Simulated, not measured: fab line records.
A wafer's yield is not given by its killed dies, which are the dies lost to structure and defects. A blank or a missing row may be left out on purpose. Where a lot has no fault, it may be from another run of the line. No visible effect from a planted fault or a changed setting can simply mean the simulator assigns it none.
Split-lot study ; flow n5 finfet ; on a route of 1938 steps: 7 lots, 39 wafers read

== SPLIT DETAILS ==
At N5_FIN_SAQP_MANDREL_ETCH_22 (etches a-Si in HBr/Cl2, stops on SiNx, target depth 60 nm, bt time 10 s, time 30 s), the setting icp w was moved away from the recipe's 800 W on 15 of the 39 wafers read, by +5.9% to +15.5%. For the rest of the wafers, this setting stayed at what the recipe calls for.

Reading taken at the split's own step.

== THE READING ==
SOC_of_FIN_SAQP_COAT_49.thk nm (the simulator's own value, which no gauge read), in nm, at N5_FIN_SAQP_MANDREL_ETCH_22 (etches a-Si in HBr/Cl2, stops on SiNx, target depth 60 nm, bt time 10 s, time 30 s). The file gives no usual value for it. Across the 24 wafers here that went through the recipe, the average is 76.23 nm and the standard deviation 0.31 nm.

wafer;tool, chamber at the split;icp w as run, W;against the recipe;SOC_of_FIN_SAQP_COAT_49.thk nm, nm;against lot-mates on the recipe
L075.1;rie si-03, 2,0;800;recipe;76.05;-
L075.2;rie si-03, 2,0;800;recipe;76.05;-
L075.3;rie si-03, 1;800;recipe;76.22;-
L075.4;rie si-03, 3;800;recipe;76.03;-
L075.5;rie si-03, 2;800;recipe;76.5;-
L075.6;rie si-03, 3;800;recipe;76.24;-
L076.1;rie si-01, 3;800;recipe;76.06;-
L076.2;rie si-01, 1;800;recipe;76.55;-
L076.3;rie si-01, 2;857.9;+7.2%;75.93;-0.32
L076.4;rie si-01, 0;800;recipe;76.15;-
L076.5;rie si-01, 3;857.9;+7.2%;75.59;-0.66
L076.6;rie si-01, 0;857.9;+7.2%;75.53;-0.72
L079.1;rie si-06, 1;800;recipe;75.9;-
L079.2;rie si-06, 2;800;recipe;76.28;-
L079.3;rie si-06, 0;877.8;+9.7%;75.54;-0.56
L079.4;rie si-06, 3;877.8;+9.7%;75.47;-0.63
L079.5;rie si-06, 1;800;recipe;76.11;-
L079.6;rie si-06, 0;877.8;+9.7%;75.37;-0.73
L086.1;rie si-01, 0;847.1;+5.9%;75.34;-0.84
L086.2;rie si-01, 3;847.1;+5.9%;75.41;-0.77
L086.3;rie si-01, 2;847.1;+5.9%;75.61;-0.57
L086.4;rie si-01, 1;800;recipe;75.98;-
L086.5;rie si-01, 2;800;recipe;76.33;-
L086.6;rie si-01, 1;800;recipe;76.24;-
L089.1;rie si-06, 3;800;recipe;76.67;-
L089.2;rie si-06, 2;917.7;+14.7%;74.77;-1.74
L089.3;rie si-06, 1;800;recipe;76.51;-
L089.4;rie si-06, 0;917.7;+14.7%;74.94;-1.57
L089.5;rie si-06, 3;917.7;+14.7%;75.13;-1.38
L089.6;rie si-06, 0;800;recipe;76.34;-
L093.2;rie si-01, 3;800;recipe;75.8;-
L093.3;rie si-01, 0;800;recipe;75.89;-
L093.6;rie si-01, 0;800;recipe;75.61;-
L096.1;rie si-01, 2;800;recipe;77.06;-
L096.2;rie si-01, 0;800;recipe;76.49;-
L096.3;rie si-01, 3;924;+15.5%;75;-1.71
L096.4;rie si-01, 1;800;recipe;76.58;-
L096.5;rie si-01, 1;924;+15.5%;74.81;-1.90
L096.6;rie si-01, 0;924;+15.5%;74.71;-2.00
Rows listing several chambers each stand for several wafers; the file does not say which wafer went through which chamber.

THE FIT
A straight line over all 39 wafers: SOC_of_FIN_SAQP_COAT_49.thk nm changes by -0.0881 nm for each +1% of icp w; r = -0.88; the points scatter about the line by 0.28 nm.
The same after taking each lot's own level away (the mean of its wafers on the recipe; 39 wafers): -0.106 nm for each +1%; r = -0.94; scatter 0.22 nm.
Per that fit: largest icp w move, reading shift of 1.6 nm.
From 75.767 to 76.710 nm: that is the span of the lots' own levels, equal to 3.0 times the standard deviation above.
So the lot-to-lot level changes the slope: the two fits differ.
Check: -1.61 nm against its lot-mates is what the line predicts for one of the wafers moved furthest among these (+15.5%) when that wafer is left out of the fit. It came out at -1.71 nm against them.

== THE FILE'S OWN FIT ==
SOC_of_FIN_SAQP_COAT_49.thk nm changes by -0.104 nm for each +1% of icp w, r = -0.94.
